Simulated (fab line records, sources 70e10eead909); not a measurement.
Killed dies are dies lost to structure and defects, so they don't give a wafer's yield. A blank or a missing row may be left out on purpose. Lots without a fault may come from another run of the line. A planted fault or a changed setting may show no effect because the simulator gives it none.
Which tool did it? | flow nand_harc | 11 lots, 33 wafers sampled, at 5 steps of a route of 1302

WHAT THE GAUGES READ, wafer by wafer
NHARC_END_SORT_01.
lot  | measured     | on        | killed_at_array
L963 | day 24 15:33 | prober-01 | 63 58 61
L966 | day 25 07:30 | prober-01 | 43 48 44
L965 | day 25 15:17 | prober-01 | 50 50 41
L967 | day 25 11:40 | prober-02 | 79 88 68
L968 | day 27 04:47 | prober-01 | 67 70 96
L972 | day 29 03:49 | prober-02 | 65 55 62
L974 | day 29 05:26 | prober-01 | 57 63 57
L973 | day 29 13:13 | prober-01 | 18 25 23
L979 | day 30 20:04 | prober-02 | 62 69 61
L978 | day 31 07:17 | prober-01 | 676 669 676
L981 | day 31 12:51 | prober-02 | 674 676 673

WHICH TOOL RAN EACH LOT (tool, then ch and the chambers of the sampled wafers, then the start)
lot  | NHARC_A_STAIRCASE_ETCH_169         | NHARC_A_STAIRCASE_TRIM_18                     | NHARC_A_STAIRCASE_ETCH_19          | NHARC_A_STAIRCASE_ETCH_21
L963 | rie_diel-12 ch 0,1, day 15 16:46   | rie_diel-03 ch 0,1, day 15 19:26 or earlier   | rie_diel-03 ch 0,1, day 15 19:26   | rie_diel-03 ch 0,3, day 24 15:33 or earlier
L966 | rie_diel-13 ch 0,1,3, day 16 16:38 | rie_diel-12 ch 0,1,2, day 16 19:19 or earlier | rie_diel-12 ch 1,2, day 16 19:19   | rie_diel-13 ch 0,2, day 25 07:30 or earlier
L965 | rie_diel-13 ch 0,2,3, day 16 20:13 | rie_diel-03 ch 0,1,3, day 16 23:01 or earlier | rie_diel-03 ch 1,2,3, day 16 23:01 | rie_diel-03 ch 0,2, day 25 15:17 or earlier
L967 | rie_diel-12 ch 0,1,2, day 17 02:27 | rie_diel-12 ch 0,1,2, day 17 05:04 or earlier | rie_diel-12 ch 0,3, day 17 05:04   | rie_diel-12 ch 1,2,3, day 25 11:40 or earlier
L968 | rie_diel-03 ch 0,1, day 18 03:58   | rie_diel-03 ch 0,1,3, day 18 07:32 or earlier | rie_diel-03 ch 0,1, day 18 07:32   | rie_diel-03 ch 0,1,3, day 27 04:47 or earlier
L972 | rie_diel-03 ch 0,2, day 19 21:40   | rie_diel-12 ch 0,1,3, day 20 00:26 or earlier | rie_diel-12 ch 0,2, day 20 00:26   | rie_diel-12 ch 1,2, day 29 03:49 or earlier
L974 | rie_diel-13 ch 1,2, day 20 00:58   | rie_diel-13 ch 2,3, day 20 06:59 or earlier   | rie_diel-13 ch 0,2,3, day 20 06:59 | rie_diel-13 ch 2,3, day 29 05:26 or earlier
L973 | rie_diel-12 ch 1,2, day 20 01:07   | rie_diel-12 ch 1,3, day 20 10:12 or earlier   | rie_diel-12 ch 1,3, day 20 10:12   | rie_diel-13 ch 0,2,3, day 29 13:13 or earlier
L979 | rie_diel-03 ch 0,2,3, day 22 06:32 | rie_diel-03 ch 0,1,2, day 22 09:29 or earlier | rie_diel-03 ch 0,1, day 22 09:29   | rie_diel-12 ch 0,1,2, day 30 20:04 or earlier
L978 | rie_diel-13 ch 2,3, day 22 14:16   | rie_diel-03 ch 0,2,3, day 22 17:55 or earlier | rie_diel-03 ch 0,2,3, day 22 17:55 | rie_diel-03 ch 0,2,3, day 31 07:17 or earlier
L981 | rie_diel-12 ch 0,3, day 22 19:37   | rie_diel-03 ch 0,3, day 23 00:01 or earlier   | rie_diel-03 ch 0,2, day 23 00:01   | rie_diel-12 ch 0,1,2, day 31 12:51 or earlier
- NHARC_A_STAIRCASE_ETCH_169: etches the open film in CH3F/O2, target depth 50 nm, time 107.1 s.
- NHARC_A_STAIRCASE_TRIM_18: chemistry O2, time 211.2 s.
- NHARC_A_STAIRCASE_ETCH_19: etches the open film in C4F8/O2, target depth 100 nm, time 40.5 s.
- NHARC_A_STAIRCASE_ETCH_21: etches the open film in C4F8/O2, target depth 100 nm, time 40.5 s.

THE ANSWER, worked out from the rows above alone
Rule: what is usual is taken from the lots themselves. Put in order of their means at a reading, lots are off if they are a third of the lots or fewer, leave a main group of 4 or more, and stand apart from it by a gap of 3 or more times the standard deviation of the main group's means; of several such gaps the widest counts. A main group whose means are all the same, to the digits that the tables above print for the reading, isn't used. A lot without any number at a reading at which 4 lots or more have one is off too. The other lots that the step has rows for count as sound.
Off: L978, L981, at NHARC_END_SORT_01 (killed_at_array). The main group: mean 57, standard deviation 16.
A tool fits if, at a process step before that reading, it ran every lot that is off, and no sound lot after the first of them. The gauges at NHARC_END_SORT_01 are tried like those tools. NHARC_A_STAIRCASE_TRIM_18 gives no start for some lots, so the hours and the order of its lots are those of NHARC_A_STAIRCASE_ETCH_19. NHARC_A_STAIRCASE_ETCH_21 gives no start for some lots, so the hours and the order of its lots are those of NHARC_END_SORT_01. One fits: rie_diel-03 at NHARC_A_STAIRCASE_TRIM_18 and NHARC_A_STAIRCASE_ETCH_19. At NHARC_A_STAIRCASE_TRIM_18 its last sound lot is L979 (day 22 09:29), its first lot that is off L978 (day 22 17:55): a fault that began between those two fits.

WHAT THE SIMULATOR HAD PUT IN
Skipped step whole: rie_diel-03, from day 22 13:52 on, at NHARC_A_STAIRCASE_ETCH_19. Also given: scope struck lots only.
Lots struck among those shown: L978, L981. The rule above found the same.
